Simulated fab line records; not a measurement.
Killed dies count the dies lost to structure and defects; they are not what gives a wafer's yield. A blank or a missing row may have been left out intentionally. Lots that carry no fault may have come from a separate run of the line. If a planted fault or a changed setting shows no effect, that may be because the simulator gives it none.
fab line records + flow n5_finfet
record:
- lots: 10
- wafers: 30
- last_day: 19
route steps=1938 shown BEOL_M15@1819 PASS1_DEP@1831 MIM_TOP_ETCH@1851 MIM_BOT_LITHO@1864 PASSIVATION@1936
lots that met no fault: from a run of the same line without faults
start_h: the number of hours between the record's first day and the start of the first shown wafer of the lot + wait_h: how many hours have passed since the lot's step before this one + " as in the row above + L1.1+2: a single row standing in for several wafers + - no value present, or no start provided + * or withheld: withheld + < > ~ a bound
route shown NAME@n: a module of which the file shows steps, and the number in the route of the first + usual: mean and standard deviation over wafers with no fault + same: alike in all rows + chamber/n: place in a boat + sites: the reading at each site + _std_site: their standard deviation + _edge_site: mean of outer sites minus mean of inner sites + radius_mm: how far each site lies from the wafer's centre + mask NAME#n: copy n + behind: the last tool/chamber to shape the wafer + hold: what put the lot on hold/how long, in hours/how the hold closed + device: names the non-switching transistor (n, p or np) + end of line: the tests these same wafers got at the end of their route + a step with no rows: only its recipe + killed: count of dies lost to structure and defects at first sort (not the wafer's yield) + map: the dies of a wafer, with x for killed, . for not killed, _ for no die there
set.NAME: the run value of the setting; set.NAME@STEP: its run value at that earlier step + model.NAME: the simulator's own value behind a step, which no gauge read
route steps across a sampled set of lots; one table per step, one row per wafer
services: the hour from which a tool's chamber was out of use, counted from the record's first day as start_h (under 0 if before that day), plus the number of hours and why
== steps ==
step: N5_BEOL_M15_SPUTTER_43
recipe:
- material: TaN
- target_thk_a: 150
- temp_c: 50
- bias_v: 168.6
- power_w: 15000
- chamber_pressure_pa: 0.12
- time_s: 24.19
usual:
- cathode_dc_power_W: 15000/2.7
- throttle_valve_pct: 29.9/1.1
| lot.wafer | tool           | chamber | start_h | wait_h | cathode_dc_power_W | throttle_valve_pct |
|-----------|----------------|---------|---------|--------|--------------------|--------------------|
| L503.1    | pvd_sputter-03 | -       | 283.46  | 0.0    | 14998              | 29.1               |
| L503.2    | "              | -       | "       | "      | 14995              | 29.2               |
| L503.4    | "              | -       | "       | "      | 14999              | 32.1               |
| L504.2    | pvd_sputter-03 | -       | 284.16  | 0.0    | 15005              | 31.1               |
| L504.5    | "              | -       | "       | "      | 14998              | 28.8               |
| L504.6    | "              | -       | "       | "      | 14999              | 29.2               |
| L505.1    | pvd_sputter-02 | -       | 304.02  | 0.0    | 15000              | 30.2               |
| L505.4    | "              | -       | "       | "      | 15006              | 28.8               |
| L505.6    | "              | -       | "       | "      | 15004              | 30.2               |
| L512.2    | pvd_sputter-03 | -       | 336.49  | 0.0    | 15002              | 28.9               |
| L512.3    | "              | -       | "       | "      | 14998              | 29.3               |
| L512.4    | "              | -       | "       | "      | 15001              | 31.3               |
| L516.2    | pvd_sputter-03 | -       | 387.14  | 0.0    | 14998              | 29.3               |
| L516.3    | "              | -       | "       | "      | 15005              | 32.0               |
| L516.5    | "              | -       | "       | "      | 14996              | 29.1               |
| L510.3    | pvd_sputter-02 | -       | 392.18  | 0.0    | 14998              | 28.1               |
| L510.4    | "              | -       | "       | "      | 14994              | 31.1               |
| L510.5    | "              | -       | "       | "      | 14998              | 31.5               |
| L514.1    | pvd_sputter-01 | -       | 402.32  | 0.0    | 14998              | 29.9               |
| L514.4    | "              | -       | "       | "      | 14995              | 28.0               |
| L514.6    | "              | -       | "       | "      | 14994              | 30.1               |
| L517.2    | pvd_sputter-01 | -       | 402.72  | 0.0    | 14997              | 29.9               |
| L517.3    | "              | -       | "       | "      | 15001              | 28.3               |
| L517.6    | "              | -       | "       | "      | 15005              | 30.0               |
| L520.3    | pvd_sputter-03 | -       | 413.53  | 0.0    | 14999              | 29.0               |
| L520.4    | "              | -       | "       | "      | 14998              | 31.3               |
| L520.5    | "              | -       | "       | "      | 14999              | 30.9               |
| L521.1    | pvd_sputter-01 | -       | 433.21  | 0.0    | 15001              | 27.9               |
| L521.2    | "              | -       | "       | "      | 15000              | 30.3               |
| L521.3    | "              | -       | "       | "      | 15001              | 28.6               |
step: N5_PASSIVATION_PECVD_00
recipe:
- material: SiO2
- target_thk_a: 2000
- temp_c: 400
- precursor: SiH4/N2O
- pressure_torr: 2.7
- rf_w: 608
- time_s: 11.2
usual:
- chamber_pressure_Torr: 2.700/0.0059
- heater_power_w: 676/96
- showerhead_plenum_p_Torr: 8.19/0.13
- throttle_valve_pct: 52/3
| lot.wafer | tool     | chamber | start_h | wait_h | chamber_pressure_Torr | heater_power_w | showerhead_plenum_p_Torr | throttle_valve_pct |
|-----------|----------|---------|---------|--------|-----------------------|----------------|--------------------------|--------------------|
| L503.1    | pecvd-01 | 1       | 285.75  | 0.8    | 2.697                 | 753            | 8.31                     | 57                 |
| L503.2    | "        | 0       | "       | "      | 2.702                 | 740            | 8.23                     | 50                 |
| L503.4    | "        | 2       | "       | "      | 2.706                 | 587            | 8.24                     | 48                 |
| L504.2    | pecvd-02 | 2       | 286.42  | 0.7    | 2.715                 | 795            | 8.27                     | 49                 |
| L504.5    | "        | 1       | "       | "      | 2.700                 | 656            | 8.34                     | 56                 |
| L504.6    | "        | 2       | "       | "      | 2.700                 | 815            | 8.25                     | 50                 |
| L505.1    | pecvd-03 | 1       | 306.43  | 0.8    | 2.689                 | 718            | 8.03                     | 51                 |
| L505.4    | "        | 0       | "       | "      | 2.702                 | 549            | 7.98                     | 51                 |
| L505.6    | "        | 1       | "       | "      | 2.701                 | 575            | 8.01                     | 52                 |
| L512.2    | pecvd-02 | 2       | 338.74  | 0.7    | 2.698                 | 795            | 8.23                     | 50                 |
| L512.3    | "        | 0       | "       | "      | 2.712                 | 694            | 8.00                     | 54                 |
| L512.4    | "        | 0       | "       | "      | 2.703                 | 709            | 8.00                     | 54                 |
| L516.2    | pecvd-02 | 2       | 389.60  | 0.7    | 2.710                 | 853            | 8.26                     | 50                 |
| L516.3    | "        | 2       | "       | "      | 2.700                 | 873            | 8.26                     | 50                 |
| L516.5    | "        | 0       | "       | "      | 2.688                 | 680            | 8.01                     | 54                 |
| L510.3    | pecvd-02 | 0       | 394.59  | 0.5    | 2.698                 | 657            | 8.02                     | 54                 |
| L510.4    | "        | 2       | "       | "      | 2.697                 | 855            | 8.26                     | 50                 |
| L510.5    | "        | 0       | "       | "      | 2.700                 | 675            | 8.00                     | 54                 |
| L514.1    | pecvd-02 | 0       | 404.57  | 0.8    | 2.696                 | 704            | 8.04                     | 54                 |
| L514.4    | "        | 2       | "       | "      | 2.697                 | 823            | 8.26                     | 50                 |
| L514.6    | "        | 0       | "       | "      | 2.700                 | 687            | 8.03                     | 54                 |
| L517.2    | pecvd-01 | 2       | 404.98  | 0.7    | 2.690                 | 580            | 8.24                     | 48                 |
| L517.3    | "        | 0       | "       | "      | 2.700                 | 652            | 8.26                     | 50                 |
| L517.6    | "        | 2       | "       | "      | 2.696                 | 593            | 8.27                     | 48                 |
| L520.3    | pecvd-01 | 0       | 415.79  | 0.5    | 2.699                 | 690            | 8.24                     | 50                 |
| L520.4    | "        | 0       | "       | "      | 2.708                 | 712            | 8.26                     | 50                 |
| L520.5    | "        | 1       | "       | "      | 2.698                 | 694            | 8.31                     | 57                 |
| L521.1    | pecvd-01 | 0       | 435.61  | 0.8    | 2.696                 | 648            | 8.24                     | 50                 |
| L521.2    | "        | 2       | "       | "      | 2.699                 | 654            | 8.28                     | 48                 |
| L521.3    | "        | 1       | "       | "      | 2.702                 | 794            | 8.35                     | 57                 |
step: N5_MIM_TOP_ETCH_ETCH_00
recipe:
- chemistry: Cl2/BCl3
- target: TiN
- target_depth_a: 385
- ion_energy_ev: 150
- pressure_mtorr: 10
- icp_w: 1000
- bias_w: 126
- Cl2_flow_sccm: 53.25
- bcl3_flow_sccm: 21.75
- Ar_flow_sccm: 25
usual:
- drypump_motor_current_A: 5.95/0.13
- mfc_cl2_sccm: 53.21/0.16
- oes_ar_750_au: 0.80/0.069
- oes_product_au: 0.80/0.076
- throttle_valve_pct: 22.61/0.27
| lot.wafer | tool         | chamber | start_h | wait_h | drypump_motor_current_A | mfc_cl2_sccm | oes_ar_750_au | oes_product_au | rf_hours_counter_h | throttle_valve_pct |
|-----------|--------------|---------|---------|--------|-------------------------|--------------|---------------|----------------|--------------------|--------------------|
| L503.1    | rie_metal-03 | 1       | 289.86  | 0.1    | 5.92                    | 53.05        | 0.86          | 0.88           | 14                 | 22.44              |
| L503.2    | "            | 0       | "       | "      | 5.80                    | 53.46        | 0.91          | 0.92           | 11                 | 22.92              |
| L503.4    | "            | 1       | "       | "      | 5.93                    | 53.02        | 0.86          | 0.87           | -                  | 22.43              |
| L504.2    | rie_metal-02 | 0       | 290.23  | 0.1    | 6.14                    | 53.11        | 0.79          | 0.78           | 52                 | 22.97              |
| L504.5    | "            | 1       | "       | "      | 5.82                    | 53.49        | 0.76          | 0.75           | -                  | 22.44              |
| L504.6    | "            | 0       | "       | "      | 6.15                    | 53.06        | 0.78          | 0.77           | -                  | 22.97              |
| L505.1    | rie_metal-02 | 0       | 309.29  | 0.1    | 6.14                    | 53.28        | 0.77          | 0.76           | 54                 | 22.98              |
| L505.4    | "            | 1       | "       | "      | 5.81                    | 53.33        | 0.75          | 0.74           | -                  | 22.44              |
| L505.6    | "            | 1       | "       | "      | 5.81                    | 53.17        | 0.76          | 0.73           | -                  | 22.44              |
| L512.2    | rie_metal-02 | 0       | 342.90  | 0.1    | 6.16                    | 53.12        | 0.77          | 0.76           | 57                 | 22.96              |
| L512.3    | "            | 1       | "       | "      | 5.81                    | 53.23        | 0.75          | 0.74           | -                  | 22.44              |
| L512.4    | "            | 0       | "       | "      | 6.18                    | 53.20        | 0.77          | 0.76           | -                  | 22.97              |
| L516.2    | rie_metal-01 | 1       | 392.60  | 0.1    | 5.91                    | 53.12        | 0.82          | 0.81           | 32                 | 22.39              |
| L516.3    | "            | 0       | "       | "      | 6.06                    | 53.23        | 0.92          | 0.94           | -                  | 22.31              |
| L516.5    | "            | 0       | "       | "      | 6.05                    | 53.21        | 0.93          | 0.94           | -                  | 22.28              |
| L510.3    | rie_metal-03 | 0       | 397.20  | 0.1    | 5.79                    | 53.31        | 0.86          | 0.87           | -                  | 22.93              |
| L510.4    | "            | 1       | "       | "      | 5.97                    | 53.33        | 0.82          | 0.83           | -                  | 22.47              |
| L510.5    | "            | 0       | "       | "      | 5.77                    | 53.25        | 0.86          | 0.87           | -                  | 22.94              |
| L514.1    | rie_metal-02 | 0       | 408.39  | 0.1    | 6.13                    | 53.00        | 0.75          | 0.76           | 62                 | 23.00              |
| L514.4    | "            | 1       | "       | "      | 5.81                    | 53.40        | 0.74          | 0.73           | -                  | 22.45              |
| L514.6    | "            | 0       | "       | "      | 6.16                    | 53.46        | 0.75          | 0.75           | -                  | 23.00              |
| L517.2    | rie_metal-02 | 0       | 408.83  | 0.1    | 6.15                    | 53.02        | 0.76          | 0.76           | 62                 | 22.98              |
| L517.3    | "            | 1       | "       | "      | 5.81                    | 53.14        | 0.73          | 0.72           | -                  | 22.46              |
| L517.6    | "            | 0       | "       | "      | 6.12                    | 53.17        | 0.76          | 0.75           | -                  | 22.98              |
| L520.3    | rie_metal-02 | 1       | 420.42  | 0.1    | 5.85                    | 53.25        | 0.74          | 0.72           | -                  | 22.46              |
| L520.4    | "            | 0       | "       | "      | 6.15                    | 53.20        | 0.75          | 0.75           | -                  | 22.98              |
| L520.5    | "            | 0       | "       | "      | 6.15                    | 53.47        | 0.75          | 0.75           | -                  | 22.99              |
| L521.1    | rie_metal-03 | 1       | 439.61  | 0.1    | 5.95                    | 52.99        | 0.81          | 0.81           | 28                 | 22.48              |
| L521.2    | "            | 0       | "       | "      | 5.80                    | 53.08        | 0.86          | 0.85           | 24                 | 22.94              |
| L521.3    | "            | 0       | "       | "      | 5.78                    | 53.25        | 0.85          | 0.85           | -                  | 22.94              |
step: N5_MIM_BOT_LITHO_INSPECT_12
recipe:
- mode: adi
- inspect_instrument: macro
usual:
- raw_defect_count: 1.9/1.4
| lot.wafer | tool              | chamber | start_h | wait_h | raw_defect_count |
|-----------|-------------------|---------|---------|--------|------------------|
| L503.1    | defect_inspect-02 | -       | 290.47  | 0.0    | 2                |
| L503.2    | "                 | -       | "       | "      | 3                |
| L503.4    | "                 | -       | "       | "      | 2                |
| L504.2    | defect_inspect-01 | -       | 290.97  | 0.0    | 0                |
| L504.5    | "                 | -       | "       | "      | 4                |
| L504.6    | "                 | -       | "       | "      | 4                |
| L505.1    | defect_inspect-02 | -       | 309.91  | 0.0    | 1                |
| L505.4    | "                 | -       | "       | "      | 3                |
| L505.6    | "                 | -       | "       | "      | 5                |
| L512.2    | defect_inspect-01 | -       | 343.64  | 0.0    | 2                |
| L512.3    | "                 | -       | "       | "      | 1                |
| L512.4    | "                 | -       | "       | "      | 3                |
| L516.2    | defect_inspect-02 | -       | 393.27  | 0.0    | 5                |
| L516.3    | "                 | -       | "       | "      | 0                |
| L516.5    | "                 | -       | "       | "      | 2                |
| L510.3    | defect_inspect-01 | -       | 398.05  | 0.0    | 1                |
| L510.4    | "                 | -       | "       | "      | 3                |
| L510.5    | "                 | -       | "       | "      | 2                |
| L514.1    | defect_inspect-02 | -       | 409.33  | 0.0    | 6                |
| L514.4    | "                 | -       | "       | "      | 3                |
| L514.6    | "                 | -       | "       | "      | 1                |
| L517.2    | defect_inspect-02 | -       | 409.56  | 0.0    | 1                |
| L517.3    | "                 | -       | "       | "      | >300             |
| L517.6    | "                 | -       | "       | "      | 2                |
| L520.3    | defect_inspect-01 | -       | 421.21  | 0.0    | >300             |
| L520.4    | "                 | -       | "       | "      | 2                |
| L520.5    | "                 | -       | "       | "      | 1                |
| L521.1    | defect_inspect-01 | -       | 440.22  | 0.0    | 0                |
| L521.2    | "                 | -       | "       | "      | 3                |
| L521.3    | "                 | -       | "       | "      | 3                |
step: N5_MIM_BOT_LITHO_DESCUM_10
recipe:
- chemistry: O2
- time_s: 7.9
- source_power_w: 50
- bias_power_w: 20
- pressure_mtorr: 20
- rf_frequency_hz: 2.712e+07
- temp_c: 40
- o2_flow_sccm: 225
usual:
- bias_power_w: 20.01/0.056
- drypump_motor_current_A: 5.9/0.51
- oes_product_au: 0.79/0.078
- rf_vpp_V: 242.9/1.2
- showerhead_plenum_p_Torr: 2.08/0.051
- throttle_valve_pct: 20.47/0.23
| lot.wafer | tool        | chamber | start_h | wait_h | bias_power_w | drypump_motor_current_A | oes_product_au | rf_hours_counter_h | rf_vpp_V | showerhead_plenum_p_Torr | throttle_valve_pct |
|-----------|-------------|---------|---------|--------|--------------|-------------------------|----------------|--------------------|----------|--------------------------|--------------------|
| L503.1    | rie_diel-05 | 2       | 290.51  | 0.0    | 19.97        | 6.0                     | 0.70           | 233                | 244.0    | 2.16                     | 20.81              |
| L503.2    | "           | 3       | "       | "      | 20.12        | 6.0                     | 0.77           | 128                | 241.9    | 2.01                     | 20.67              |
| L503.4    | "           | 1       | "       | "      | 19.99        | 6.6                     | 0.74           | 175                | 243.1    | 2.09                     | 20.33              |
| L504.2    | rie_diel-04 | 3       | 291.01  | 0.0    | 19.89        | 5.5                     | 0.87           | 58                 | 244.7    | 2.12                     | 20.30              |
| L504.5    | "           | 1       | "       | "      | 20.02        | 6.2                     | 0.90           | -                  | 241.1    | 2.04                     | 20.19              |
| L504.6    | "           | 0       | "       | "      | 19.95        | 6.2                     | 0.87           | -                  | 243.8    | 2.13                     | 20.23              |
| L505.1    | rie_diel-04 | 3       | 310.14  | 0.2    | 20.04        | 5.5                     | 0.84           | 66                 | 244.3    | 2.12                     | 20.32              |
| L505.4    | "           | 1       | "       | "      | 19.97        | 6.2                     | 0.88           | -                  | 242.2    | 2.03                     | 20.22              |
| L505.6    | "           | 0       | "       | "      | 19.99        | 6.2                     | 0.86           | -                  | 244.8    | 2.13                     | 20.24              |
| L512.2    | rie_diel-01 | 0       | 343.67  | 0.0    | 20.07        | 6.5                     | 0.79           | 111                | 241.4    | 2.02                     | 20.41              |
| L512.3    | "           | 2       | "       | "      | 19.93        | 5.0                     | 0.89           | 41                 | 244.4    | 2.13                     | 20.10              |
| L512.4    | "           | 3       | "       | "      | 19.99        | 5.2                     | 0.71           | 188                | 243.5    | 2.08                     | 20.80              |
| L516.2    | rie_diel-05 | 0       | 393.30  | 0.0    | 19.94        | 5.7                     | 0.74           | 143                | 245.3    | 2.18                     | 20.61              |
| L516.3    | "           | 3       | "       | "      | 20.03        | 6.0                     | 0.74           | 165                | 242.4    | 2.00                     | 20.72              |
| L516.5    | "           | 1       | "       | "      | 19.98        | 6.6                     | 0.72           | -                  | 242.9    | 2.07                     | 20.40              |
| L510.3    | rie_diel-04 | 0       | 398.08  | 0.0    | 20.06        | 6.2                     | 0.82           | 62                 | 243.1    | 2.12                     | 20.28              |
| L510.4    | "           | 3       | "       | "      | 19.98        | 5.5                     | 0.82           | 91                 | 242.7    | 2.11                     | 20.35              |
| L510.5    | "           | 3       | "       | "      | 20.05        | 5.5                     | 0.82           | -                  | 242.6    | 2.11                     | 20.35              |
| L514.1    | rie_diel-01 | 0       | 409.36  | 0.0    | 19.96        | 6.5                     | 0.77           | 135                | 242.6    | 2.01                     | 20.44              |
| L514.4    | "           | 2       | "       | "      | 19.95        | 5.0                     | 0.85           | -                  | 242.9    | 2.13                     | 20.14              |
| L514.6    | "           | 3       | "       | "      | 20.05        | 5.2                     | 0.70           | -                  | 243.5    | 2.07                     | 20.84              |
| L517.2    | rie_diel-01 | 3       | 409.59  | 0.0    | 20.02        | 5.2                     | 0.70           | 211                | 242.7    | 2.07                     | 20.85              |
| L517.3    | "           | 2       | "       | "      | 20.06        | 5.0                     | 0.87           | 64                 | 243.5    | 2.13                     | 20.12              |
| L517.6    | "           | 3       | "       | "      | 20.00        | 5.2                     | 0.69           | -                  | 242.0    | 2.07                     | 20.86              |
| L520.3    | rie_diel-01 | 2       | 421.84  | 0.6    | 20.02        | 5.0                     | 0.84           | 70                 | 241.9    | 2.12                     | 20.15              |
| L520.4    | "           | 3       | "       | "      | 20.03        | 5.2                     | 0.69           | -                  | 242.1    | 2.07                     | 20.86              |
| L520.5    | "           | 2       | "       | "      | 20.01        | 5.0                     | 0.85           | -                  | 243.5    | 2.12                     | 20.13              |
| L521.1    | rie_diel-01 | 3       | 440.26  | 0.0    | 20.01        | 5.2                     | 0.69           | 225                | 241.5    | 2.06                     | 20.86              |
| L521.2    | "           | 0       | "       | "      | 19.93        | 6.5                     | 0.76           | 150                | 241.3    | 2.01                     | 20.47              |
| L521.3    | "           | 2       | "       | "      | 20.00        | 5.0                     | 0.83           | 78                 | 243.3    | 2.12                     | 20.15              |
step: N5_PASSIVATION_PROBE_49
usual:
- defect_limited_yield: 91.6/1.6
- killed_at_M0_to_M3: 32/9.7
- killed_at_M4_up: 13/4.4
- killed_at_contacts: 12/6.5
- killed_at_front_end: 38/12
- killed_at_other: 3.7/3
- killed_dies: 99/18
- killed_on_rim: 13/3.9
- killed_open: 66/14
- killed_short: 32/7.5
- sort_bin_5_function: 4.9/1
- sort_bin_6_memory: 3.2/0.73
- sort_n_pass: 1081/18
- sort_yield_pct: 91.6/1.6
same:
- gross_dies: 1180
- killed_at_back_side: 0
- sort_bin_4_leakage[%]: 0
- sort_bin_8_speed[%]: 0
| lot.wafer | tool      | chamber | start_h | wait_h | defect_limited_yield[%] | killed_at_M0_to_M3 | killed_at_M4_up | killed_at_contacts | killed_at_front_end | killed_at_other | killed_dies | killed_on_rim | killed_open | killed_short | sort_bin_5_function[%] | sort_bin_6_memory[%] | sort_n_pass | sort_yield_pct[%] |
|-----------|-----------|---------|---------|--------|-------------------------|--------------------|-----------------|--------------------|---------------------|-----------------|-------------|---------------|-------------|--------------|------------------------|----------------------|-------------|-------------------|
| L517.2    | prober-01 | -       | 419.34  | 0.1    | 90.0                    | 42                 | 10              | 10                 | 45                  | 11              | 118         | 15            | 74          | 43           | 5.7                    | 4.1                  | 1062        | 90.0              |
| L517.3    | prober-01 | -       | 419.39  | 0.1    | 83.5                    | 28                 | 10              | 3                  | 38                  | 116             | 195         | 30            | 45          | 32           | 10.4                   | 3.2                  | 985         | 83.5              |
| L517.6    | prober-01 | -       | 419.54  | 0.3    | 91.6                    | 40                 | 12              | 8                  | 37                  | 2               | 99          | 18            | 70          | 29           | 5.5                    | 2.7                  | 1081        | 91.6              |
| L520.3    | prober-01 | -       | 430.94  | 0.1    | 83.2                    | 31                 | 14              | 5                  | 29                  | 119             | 198         | 26            | 49          | 29           | 9.5                    | 3.8                  | 982         | 83.2              |
| L520.4    | prober-01 | -       | 430.99  | 0.2    | 92.5                    | 36                 | 12              | 6                  | 27                  | 8               | 89          | 14            | 63          | 26           | 4.4                    | 2.7                  | 1091        | 92.5              |
| L520.5    | prober-01 | -       | 431.04  | 0.2    | 91.0                    | 39                 | 17              | 7                  | 39                  | 4               | 106         | 18            | 57          | 48           | 4.7                    | 3.5                  | 1074        | 91.0              |
killed by level:class
L517.2 FIN_SAQP:geometric_particle:short=14 BEOL_M3:geometric_particle:open=12 FIN_SAQP:geometric_particle:open=9 MOL_CONTACT_COAG:geometric_particle:open=8 BEOL_M0_SAQP:geometric_particle:open=8 BEOL_M1:geometric_particle:open=7 PASS1_DEP:geometric_particle:short=6 GATE_CUT:geometric_particle:short=5
L517.3 MIM_TOP_ETCH:unspecified=114 FIN_SAQP:geometric_particle:open=7 FIN_SAQP:geometric_particle:short=6 BEOL_M0_SAQP:geometric_particle:short=6 GATE_CUT:geometric_particle:short=5 BEOL_M3:geometric_particle:open=5 STI_FIN_REVEAL:geometric_particle:open=4 BEOL_M2:geometric_particle:open=4
L517.6 FIN_SAQP:geometric_particle:short=9 STI_FIN_REVEAL:geometric_particle:open=9 BEOL_M3:geometric_particle:open=9 FIN_SAQP:geometric_particle:open=8 MOL_CONTACT_COAG:geometric_particle:open=8 BEOL_M2:geometric_particle:open=8 BEOL_M0_SAQP:geometric_particle:open=7 BEOL_M4:geometric_particle:open=5
L520.3 MIM_TOP_ETCH:unspecified=117 FIN_SAQP:geometric_particle:short=9 BEOL_M1:geometric_particle:open=8 BEOL_M4:geometric_particle:open=7 BEOL_M0:geometric_particle:open=6 BEOL_M0_SAQP:geometric_particle:open=5 BEOL_M1:geometric_particle:short=4 STI_FIN_REVEAL:geometric_particle:open=4
L520.4 STI_FIN_REVEAL:geometric_particle:open=9 BEOL_M0_SAQP:geometric_particle:open=8 MOL_CONTACT_COAG:geometric_particle:open=6 BEOL_M0_SAQP:geometric_particle:short=6 BEOL_M0:geometric_particle:open=6 BEOL_M3:geometric_particle:open=6 FIN_SAQP:geometric_particle:open=5 FIN_SAQP:geometric_particle:short=4
L520.5 FIN_SAQP:geometric_particle:short=12 BEOL_M0_SAQP:geometric_particle:short=11 BEOL_M4:geometric_particle:open=9 FIN_SAQP:geometric_particle:open=7 BEOL_M1:geometric_particle:open=7 STARTING-WAFER:geometric_particle:short=7 MOL_CONTACT_COAG:geometric_particle:open=6 BEOL_M3:geometric_particle:open=6
== services ==
| tool           | chamber | start_h | hours | kind                          |
|----------------|---------|---------|-------|-------------------------------|
| pvd_sputter-02 | -       | 265.13  | 12.8  | repair                        |
| pecvd-02       | 2       | 278.86  | 5.5   | scheduled_down                |
| rie_metal-01   | 0       | 283.97  | 2.3   | repair                        |
| pecvd-02       | 0       | 284.32  | 2.1   | scheduled_down                |
| rie_diel-04    | 2       | 287.32  | 7.5   | repair                        |
| pecvd-01       | 2       | 291.81  | 5.0   | repair                        |
| pecvd-01       | -       | 303.96  | 1.5   | repair                        |
| rie_diel-04    | 2       | 308.08  | 5.8   | repair                        |
| pecvd-02       | -       | 309.13  | 1.0   | repair                        |
| rie_diel-05    | 2       | 313.06  | 5.9   | repair                        |
| rie_diel-04    | 2       | 326.28  | 1.8   | repair                        |
| pecvd-02       | 1       | 345.74  | -     | calibration                   |
| pvd_sputter-03 | -       | 361.72  | 2.7   | repair                        |
| pecvd-02       | 2       | 362.64  | -     | calibration                   |
| pecvd-03       | -       | 370.63  | 2.8   | pm                            |
| pecvd-02       | 1       | 383.62  | -     | clean                         |
| pecvd-02       | 1       | 383.62  | -     | consumable_replace:showerhead |
| pecvd-02       | 1       | 383.62  | 29.0  | scheduled_down                |
| pecvd-02       | 1       | 383.62  | 29.0  | vent_cycle                    |
| pecvd-03       | -       | 413.17  | 28.1  | pm                            |
| rie_diel-05    | -       | 414.47  | 4.0   | pm                            |
| rie_diel-05    | -       | 418.47  | 2.8   | pm                            |
| rie_diel-05    | 0       | 428.66  | 5.9   | repair                        |
| rie_diel-04    | -       | 430.76  | 2.8   | pm                            |
== key ==
first_sign:
- step: N5_MIM_BOT_LITHO_INSPECT_12
- reading: raw_defect_count
- direction: up
- sigmas: 99+
- usual: 1.9
- struck: >300
effect:
- step: N5_PASSIVATION_PROBE_49
- reading: killed_at_other
- direction: up
- sigmas: 38
- usual: 3.7
- struck: 117.5
more_kills_born_at:
- N5_MIM_TOP_ETCH_ETCH_00@rie_metal-02: 231
met_at N5_MIM_TOP_ETCH_ETCH_00
struck_lots L517,L520
struck_wafers L517.3,L520.3
not_acting_at N5_BEOL_M15_SPUTTER_43,N5_PASSIVATION_PECVD_00,N5_MIM_BOT_LITHO_DESCUM_10
onset_between 408.39 408.83
fault:
- kind: chamber_particle_source
- tool: rie_metal-02
- chamber: 1
- onset_h: 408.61
- steps: N5_MIM_TOP_ETCH_ETCH_00
- rate_per_visit_cm2: 1.0673
- end_h: 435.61
